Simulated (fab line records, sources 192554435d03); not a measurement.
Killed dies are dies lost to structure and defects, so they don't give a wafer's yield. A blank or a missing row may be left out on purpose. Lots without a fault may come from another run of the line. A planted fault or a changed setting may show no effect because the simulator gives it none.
Chamber matching | flow n5_finfet | N5_HKMG_FIN_ETCH_31 on rie_diel-02: 4 sister chambers
The step etches SiARC in CF4, target depth 45.5 nm, time 75.8 s. 24 wafers are shown with their chamber, then 12 later ones without.

WAFERS WITH THEIR CHAMBER
wafer  | chamber | drypump_motor_current_A (A) | showerhead_plenum_p_Torr (Torr) | throttle_valve_pct (%)
L074.1 | 2       | 6.1                         | 2.17                            | 15.51
L074.4 | 3       | 5.7                         | 2.14                            | 15.74
L074.6 | 0       | 5.7                         | 2.15                            | 15.58
L075.3 | 0       | 5.7                         | 2.15                            | 15.59
L075.4 | 1       | 6.7                         | 2.27                            | 15.27
L075.5 | 0       | 5.7                         | 2.15                            | 15.60
L076.3 | 2       | 6.1                         | 2.17                            | 15.52
L076.4 | 3       | 5.7                         | 2.14                            | 15.75
L076.6 | 2       | 6.1                         | 2.17                            | 15.51
L078.2 | 3       | 5.7                         | 2.14                            | 15.77
L078.4 | 1       | 6.7                         | 2.27                            | 15.29
L078.6 | 1       | 6.7                         | 2.27                            | 15.29
L082.1 | 0       | 5.7                         | 2.14                            | 15.62
L082.2 | 1       | 6.7                         | 2.27                            | 15.31
L082.6 | 3       | 5.7                         | 2.14                            | 15.79
L086.1 | 1       | 6.8                         | 2.26                            | 15.33
L086.3 | 2       | 6.1                         | 2.16                            | 15.56
L086.5 | 1       | 6.7                         | 2.26                            | 15.33
L087.3 | 0       | 5.7                         | 2.14                            | 15.66
L087.4 | 1       | 6.7                         | 2.26                            | 15.33
L087.6 | 3       | 5.7                         | 2.14                            | 15.80
L088.2 | 2       | 6.1                         | 2.15                            | 15.59
L088.5 | 1       | 6.7                         | 2.26                            | 15.34
L088.6 | 2       | 6.1                         | 2.15                            | 15.58

SIGNATURES (means of the wafers above)
reading                  | chamber 0 | chamber 1 | chamber 2 | chamber 3 | scatter within a chamber
drypump_motor_current_A  | 5.700     | 6.713     | 6.100     | 5.700     | 0.0209
showerhead_plenum_p_Torr | 2.1460    | 2.2650    | 2.1617    | 2.1400    | 0.00634
throttle_valve_pct       | 15.6100   | 15.3112   | 15.5450   | 15.7700   | 0.0297
Rule: a wafer's distance from a chamber is the root of the sum, over the readings, of the square of ((its reading less the chamber's mean) divided by the reading's scatter). The wafer belongs to the nearest chamber; if the next one is less than 2 further off, it can't be placed. The scatter: the root of (the sum of the squares of (reading less its chamber's mean) over the shown wafers, divided by (wafers less chambers)).

WAFERS WITHOUT THEIR CHAMBER
wafer  | drypump_motor_current_A (A) | showerhead_plenum_p_Torr (Torr) | throttle_valve_pct (%)
L093.2 | 6.7                         | 2.26                            | 15.36
L093.5 | 6.7                         | 2.26                            | 15.35
L093.6 | 6.1                         | 2.15                            | 15.59
L094.1 | 5.7                         | 2.14                            | 15.68
L094.4 | 6.1                         | 2.15                            | 15.59
L094.6 | 6.7                         | 2.26                            | 15.36
L095.1 | 5.7                         | 2.13                            | 15.85
L095.3 | 6.7                         | 2.26                            | 15.38
L095.4 | 6.1                         | 2.15                            | 15.60
L097.1 | 6.1                         | 2.15                            | 15.63
L097.5 | 5.7                         | 2.13                            | 15.87
L097.6 | 5.7                         | 2.13                            | 15.71

WHICH CHAMBER EACH WENT THROUGH
wafer  | from the rows above     | in truth
L093.2 | 1                       | 1
L093.5 | 1                       | 1
L093.6 | 2                       | 2
L094.1 | can't be placed: 0 or 3 | 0
L094.4 | 2                       | 2
L094.6 | 1                       | 1
L095.1 | 3                       | 3
L095.3 | 1                       | 1
L095.4 | 2                       | 2
L097.1 | 2                       | 2
L097.5 | 3                       | 3
L097.6 | can't be placed: 3 or 0 | 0
Placed correctly: 10 of 12. Can't be placed from these rows: 2 (the true chamber is among the candidates in 2). Placed wrongly: 0.
